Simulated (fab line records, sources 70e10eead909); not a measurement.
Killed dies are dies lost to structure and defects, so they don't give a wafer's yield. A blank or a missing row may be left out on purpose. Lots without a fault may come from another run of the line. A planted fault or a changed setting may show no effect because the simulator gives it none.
Which tool did it? | flow nand_harc | 24 lots, 72 wafers sampled, at 6 steps of a route of 1302

WHAT THE GAUGES READ, wafer by wafer
NHARC_A_M1_INSPECT_11. Usual: raw_defect_count 87, standard deviation 38.
lot  | measured     | on                | raw_defect_count | flag
L074 | day 23 03:31 | defect_inspect-02 | 87 67 65         |
L075 | day 23 14:38 | defect_inspect-02 | 121 126 114      |
L079 | day 23 20:59 | defect_inspect-01 | 146 125 147      |
L077 | day 23 23:41 | defect_inspect-02 | 20 18 14         |
L076 | day 24 04:47 | defect_inspect-02 | 158 148 163      |
L078 | day 24 05:13 | defect_inspect-01 | 21 29 20         |
L080 | day 24 19:40 | defect_inspect-02 | 115 127 109      |
L082 | day 25 08:59 | defect_inspect-01 | 128 120 127      |
L081 | day 26 01:35 | defect_inspect-02 | 87 83 88         |
L083 | day 26 17:56 | defect_inspect-01 | 80 83 70         |
L084 | day 26 21:34 | defect_inspect-02 | 79 103 87        |
L086 | day 27 06:19 | defect_inspect-02 | 26 18 28         |
L085 | day 27 07:58 | defect_inspect-02 | 95 93 90         |
L087 | day 28 07:19 | defect_inspect-01 | 62 70 78         |
L088 | day 28 19:11 | defect_inspect-01 | 142 141 141      |
L089 | day 28 20:01 | defect_inspect-01 | 69 69 75         |
L090 | day 29 14:53 | defect_inspect-01 | 145 141 135      |
L091 | day 30 04:05 | defect_inspect-02 | 88 89 84         |
L092 | day 30 13:26 | defect_inspect-02 | 59 60 58         |
L094 | day 30 19:32 | defect_inspect-01 | 83 72 59         |
L093 | day 30 21:26 | defect_inspect-02 | 69 69 74         |
L096 | day 31 20:29 | defect_inspect-02 | 64 85 78         |
L095 | day 32 23:50 | defect_inspect-02 | 88 87 80         |
L097 | day 33 12:59 | defect_inspect-01 | 91 94 106        |

NHARC_A_M1_INSPECT_27. Usual: raw_defect_count 519, standard deviation 110.
lot  | measured     | on                | raw_defect_count | flag
L074 | day 23 06:10 | defect_inspect-02 | 484 569 609      |
L075 | day 23 17:16 | defect_inspect-02 | 451 483 597      |
L079 | day 23 23:37 | defect_inspect-02 | 555 664 554      |
L077 | day 24 02:19 | defect_inspect-02 | 441 620 421      |
L076 | day 24 07:26 | defect_inspect-02 | 510 700 548      |
L078 | day 24 07:52 | defect_inspect-01 | 301 359 413      |
L080 | day 24 22:18 | defect_inspect-02 | 504 392 332      |
L082 | day 25 11:38 | defect_inspect-02 | 618 588 547      |
L081 | day 26 04:14 | defect_inspect-02 | 503 437 363      |
L083 | day 26 20:34 | defect_inspect-01 | 472 494 487      |
L084 | day 27 00:32 | defect_inspect-02 | 638 598 429      |
L086 | day 27 09:01 | defect_inspect-02 | 386 509 419      |
L085 | day 27 10:37 | defect_inspect-02 | 391 405 508      |
L087 | day 28 09:58 | defect_inspect-01 | 560 733 712      |
L088 | day 28 22:06 | defect_inspect-01 | 565 622 580      |
L089 | day 28 23:02 | defect_inspect-02 | 427 512 523      |
L090 | day 29 17:32 | defect_inspect-01 | 435 460 608      |
L091 | day 30 06:48 | defect_inspect-01 | 607 605 697      |
L092 | day 30 16:03 | defect_inspect-02 | 402 484 394      |
L094 | day 30 22:12 | defect_inspect-01 | 520 629 563      |
L093 | day 31 00:05 | defect_inspect-01 | 527 384 447      |
L096 | day 31 23:08 | defect_inspect-01 | 502 630 546      |
L095 | day 33 02:28 | defect_inspect-02 | 492 464 515      |
L097 | day 33 15:37 | defect_inspect-01 | 492 473 478      |

NHARC_A_BONDPAD_THK_MEAS_30: measures by ellipsometry. Usual: thk_nm 200.0 nm, standard deviation 1.2.
lot  | measured     | on            | thk_nm (nm)       | flag
L074 | day 23 07:31 | film_metro-01 | 199.7 200.7 200.3 |
L075 | day 23 18:37 | film_metro-02 | 199.2 198.9 200.1 |
L079 | day 24 00:59 | film_metro-02 | 202.1 202.3 201.0 |
L077 | day 24 03:41 | film_metro-01 | 201.4 199.1 199.8 |
L076 | day 24 08:55 | film_metro-01 | 198.3 200.2 200.1 |
L078 | day 24 09:13 | film_metro-01 | 200.4 199.7 200.9 |
L080 | day 24 23:39 | film_metro-02 | 197.5 199.8 198.0 |
L082 | day 25 13:01 | film_metro-01 | 199.1 197.4 201.6 |
L081 | day 26 05:35 | film_metro-01 | 200.1 201.1 199.4 |
L083 | day 26 22:04 | film_metro-01 | 200.7 200.6 201.0 |
L084 | day 27 01:54 | film_metro-02 | 200.2 198.9 199.3 |
L086 | day 27 10:41 | film_metro-02 | 200.0 199.9 199.9 |
L085 | day 27 12:08 | film_metro-01 | 200.4 200.8 199.4 |
L087 | day 28 11:28 | film_metro-01 | 200.6 199.6 200.2 |
L088 | day 28 23:28 | film_metro-02 | 199.5 198.4 201.3 |
L089 | day 29 00:24 | film_metro-01 | 200.4 200.3 202.3 |
L090 | day 29 18:53 | film_metro-01 | 198.4 198.7 199.8 |
L091 | day 30 08:09 | film_metro-01 | 200.9 201.5 201.1 |
L092 | day 30 17:25 | film_metro-02 | 200.3 202.1 201.8 |
L094 | day 30 23:34 | film_metro-01 | 200.3 200.5 200.4 |
L093 | day 31 01:26 | film_metro-01 | 200.5 199.9 201.8 |
L096 | day 32 00:29 | film_metro-02 | 200.8 200.3 199.6 |
L095 | day 33 03:52 | film_metro-01 | 201.3 200.3 202.6 |
L097 | day 33 16:59 | film_metro-01 | 199.4 198.8 201.2 |

WHICH TOOL RAN EACH LOT (tool, then ch and the chambers of the sampled wafers, then the start)
lot  | NHARC_A_M0_PRE_CLEAN_31         | NHARC_A_M1_ETCH_15                            | NHARC_A_M1_PRE_CLEAN_30
L074 | pecvd-02 ch 0,1,2, day 23 02:04 | rie_diel-11 ch 1,2,3, day 23 06:10 or earlier | pvd_sputter-01, day 23 06:10 or earlier
L075 | pecvd-04 ch 0,1,2, day 23 13:19 | rie_diel-11 ch 1,2, day 23 17:16 or earlier   | pvd_sputter-02, day 23 17:16 or earlier
L079 | pecvd-02 ch 1,2, day 23 19:41   | rie_diel-06 ch 1,2,3, day 23 23:37 or earlier | pvd_sputter-02, day 23 23:37 or earlier
L077 | pecvd-01 ch 0,1, day 23 22:14   | rie_diel-06 ch 1,3, day 24 02:19 or earlier   | pvd_sputter-01, day 24 02:19 or earlier
L076 | pecvd-01 ch 0,1,2, day 24 03:19 | rie_diel-06 ch 1,2,3, day 24 07:26 or earlier | pvd_sputter-02, day 24 07:26 or earlier
L078 | pecvd-02 ch 0,1,2, day 24 03:48 | rie_diel-06 ch 0,1, day 24 07:52 or earlier   | pvd_sputter-03, day 24 07:52 or earlier
L080 | pecvd-02 ch 0,1,2, day 24 18:15 | rie_diel-11 ch 0,1,3, day 24 22:18 or earlier | pvd_sputter-03, day 24 22:18 or earlier
L082 | pecvd-02 ch 0,1,2, day 25 07:32 | rie_diel-06 ch 0,2,3, day 25 11:38 or earlier | pvd_sputter-03, day 25 11:38 or earlier
L081 | pecvd-04 ch 0,1,2, day 26 00:09 | rie_diel-06 ch 0,1,2, day 26 04:14 or earlier | pvd_sputter-03, day 26 04:14 or earlier
L083 | pecvd-04 ch 0,1,2, day 26 16:29 | rie_diel-06 ch 1,2,3, day 26 20:34 or earlier | pvd_sputter-01, day 26 20:34 or earlier
L084 | pecvd-01 ch 0,1,2, day 26 20:07 | rie_diel-13 ch 2,3, day 27 00:32 or earlier   | pvd_sputter-02, day 27 00:32 or earlier
L086 | pecvd-02 ch 0,1,2, day 27 04:55 | rie_diel-06 ch 0,1,2, day 27 09:01 or earlier | pvd_sputter-01, day 27 09:01 or earlier
L085 | pecvd-02 ch 0,1, day 27 06:31   | rie_diel-11 ch 0,1,3, day 27 10:37 or earlier | pvd_sputter-01, day 27 10:37 or earlier
L087 | pecvd-01 ch 0,1, day 28 05:44   | rie_diel-06 ch 0,1, day 28 09:58 or earlier   | pvd_sputter-01, day 28 09:58 or earlier
L088 | pecvd-04 ch 0,1, day 28 17:47   | rie_diel-13 ch 1,2,3, day 28 22:06 or earlier | pvd_sputter-02, day 28 22:06 or earlier
L089 | pecvd-02 ch 0,1,2, day 28 18:34 | rie_diel-13 ch 0,1,3, day 28 23:02 or earlier | pvd_sputter-01, day 28 23:02 or earlier
L090 | pecvd-04 ch 0,2, day 29 13:26   | rie_diel-11 ch 1,2, day 29 17:32 or earlier   | pvd_sputter-01, day 29 17:32 or earlier
L091 | pecvd-01 ch 0,1, day 30 02:39   | rie_diel-11 ch 1,2,3, day 30 06:48 or earlier | pvd_sputter-02, day 30 06:48 or earlier
L092 | pecvd-01 ch 0,1,2, day 30 12:06 | rie_diel-11 ch 0,2,3, day 30 16:03 or earlier | pvd_sputter-02, day 30 16:03 or earlier
L094 | pecvd-01 ch 0,1,2, day 30 18:14 | rie_diel-11 ch 0,3, day 30 22:12 or earlier   | pvd_sputter-03, day 30 22:12 or earlier
L093 | pecvd-02 ch 0,1, day 30 19:53   | rie_diel-13 ch 0,1,3, day 31 00:05 or earlier | pvd_sputter-02, day 31 00:05 or earlier
L096 | pecvd-01 ch 0,1,2, day 31 19:02 | rie_diel-13 ch 1,2,3, day 31 23:08 or earlier | pvd_sputter-01, day 31 23:08 or earlier
L095 | pecvd-04 ch 0,1,2, day 32 22:22 | rie_diel-13 ch 0,1,3, day 33 02:28 or earlier | pvd_sputter-03, day 33 02:28 or earlier
L097 | pecvd-04 ch 0,1,2, day 33 11:34 | rie_diel-13 ch 0,2, day 33 15:37 or earlier   | pvd_sputter-02, day 33 15:37 or earlier
- NHARC_A_M0_PRE_CLEAN_31: time 12 s.
- NHARC_A_M1_ETCH_15: etches the open film in C4F8/Ar, target depth 182.5 nm, time 91.2 s.
- NHARC_A_M1_PRE_CLEAN_30: time 30 s.

WHAT THE TOOLS THEMSELVES READ (means of the sampled wafers that have a number; where no wafer has one, the mark that the record gives instead)
NHARC_A_M0_PRE_CLEAN_31. Usual: heater_power_w 692 W, standard deviation 98.
lot  | tool     | heater_power_w (W) | flag
L074 | pecvd-02 | 728                |
L075 | pecvd-04 | 697                |
L079 | pecvd-02 | 617                |
L077 | pecvd-01 | 669                |
L076 | pecvd-01 | 692                |
L078 | pecvd-02 | 699                |
L080 | pecvd-02 | 671                |
L082 | pecvd-02 | 681                |
L081 | pecvd-04 | 708                |
L083 | pecvd-04 | 690                |
L084 | pecvd-01 | 681                |
L086 | pecvd-02 | 691                |
L085 | pecvd-02 | 764                |
L087 | pecvd-01 | 727                |
L088 | pecvd-04 | 706                |
L089 | pecvd-02 | 703                |
L090 | pecvd-04 | 786                |
L091 | pecvd-01 | 643                |
L092 | pecvd-01 | 672                |
L094 | pecvd-01 | 675                |
L093 | pecvd-02 | 742                |
L096 | pecvd-01 | 661                |
L095 | pecvd-04 | 690                |
L097 | pecvd-04 | 666                |

NHARC_A_M1_ETCH_15. Usual: bias_w 300.1 W, standard deviation 0.93; oes_product_au 0.951 a.u., standard deviation 0.024; rf_vpp_V 440.3 V, standard deviation 2.8.
lot  | tool        | bias_w (W) | oes_product_au (a.u.) | rf_vpp_V (V) | flag
L074 | rie_diel-11 | 299.8      | 0.914                 | 439.9        |
L075 | rie_diel-11 | 301.0      | 0.975                 | 438.9        |
L079 | rie_diel-06 | 299.7      | 0.914                 | 440.0        |
L077 | rie_diel-06 | 299.7      | 0.964                 | 439.2        |
L076 | rie_diel-06 | 300.1      | 0.972                 | 439.6        |
L078 | rie_diel-06 | 300.2      | 0.934                 | 440.9        |
L080 | rie_diel-11 | 299.8      | 0.933                 | 441.3        |
L082 | rie_diel-06 | 300.0      | 0.970                 | 442.0        |
L081 | rie_diel-06 | 300.7      | 0.968                 | 441.4        |
L083 | rie_diel-06 | 300.6      | 0.929                 | 440.0        |
L084 | rie_diel-13 | 300.2      | 0.922                 | 441.1        |
L086 | rie_diel-06 | 299.4      | 0.973                 | 440.7        |
L085 | rie_diel-11 | 300.8      | 0.975                 | 440.5        |
L087 | rie_diel-06 | 300.7      | 0.972                 | 443.4        |
L088 | rie_diel-13 | 299.6      | 0.974                 | 439.5        |
L089 | rie_diel-13 | 300.3      | 0.927                 | 438.5        |
L090 | rie_diel-11 | 300.1      | 0.919                 | 441.0        |
L091 | rie_diel-11 | 300.3      | 0.930                 | 439.3        |
L092 | rie_diel-11 | 300.5      | 0.927                 | 438.0        |
L094 | rie_diel-11 | 299.6      | 0.978                 | 438.6        |
L093 | rie_diel-13 | 300.4      | 0.969                 | 438.7        |
L096 | rie_diel-13 | 299.7      | 0.974                 | 440.7        |
L095 | rie_diel-13 | 299.9      | 0.973                 | 438.5        |
L097 | rie_diel-13 | 299.9      | 0.953                 | 440.0        |

NHARC_A_M1_PRE_CLEAN_30. Usual: heater_power_w 399 W, standard deviation 38.
lot  | tool           | heater_power_w (W) | flag
L074 | pvd_sputter-01 | 404                |
L075 | pvd_sputter-02 | 409                |
L079 | pvd_sputter-02 | 405                |
L077 | pvd_sputter-01 | 397                |
L076 | pvd_sputter-02 | 408                |
L078 | pvd_sputter-03 | 400                |
L080 | pvd_sputter-03 | 413                |
L082 | pvd_sputter-03 | 391                |
L081 | pvd_sputter-03 | 367                |
L083 | pvd_sputter-01 | 414                |
L084 | pvd_sputter-02 | 406                |
L086 | pvd_sputter-01 | 411                |
L085 | pvd_sputter-01 | 389                |
L087 | pvd_sputter-01 | 411                |
L088 | pvd_sputter-02 | 402                |
L089 | pvd_sputter-01 | 407                |
L090 | pvd_sputter-01 | 412                |
L091 | pvd_sputter-02 | 413                |
L092 | pvd_sputter-02 | 428                |
L094 | pvd_sputter-03 | 379                |
L093 | pvd_sputter-02 | 445                |
L096 | pvd_sputter-01 | 398                |
L095 | pvd_sputter-03 | 390                |
L097 | pvd_sputter-02 | 404                |

THE ANSWER, worked out from the rows above alone
Rule: a lot is off if the mean of its wafers that have a number lies more than 3 standard deviations from the usual mean. A lot without any number at a reading at which 4 lots or more have one is off too. The other lots that the step has rows for count as sound. The gauges are gone through in route order, then the tools' own readings, and for those a lot's mean is taken as printed above. The first step at which some lot is off is used, and at that step the reading that is off furthest; a lot without a number counts as furthest.
No lot is off at any reading shown: from this, nothing can be told.

WHAT THE SIMULATOR HAD PUT IN
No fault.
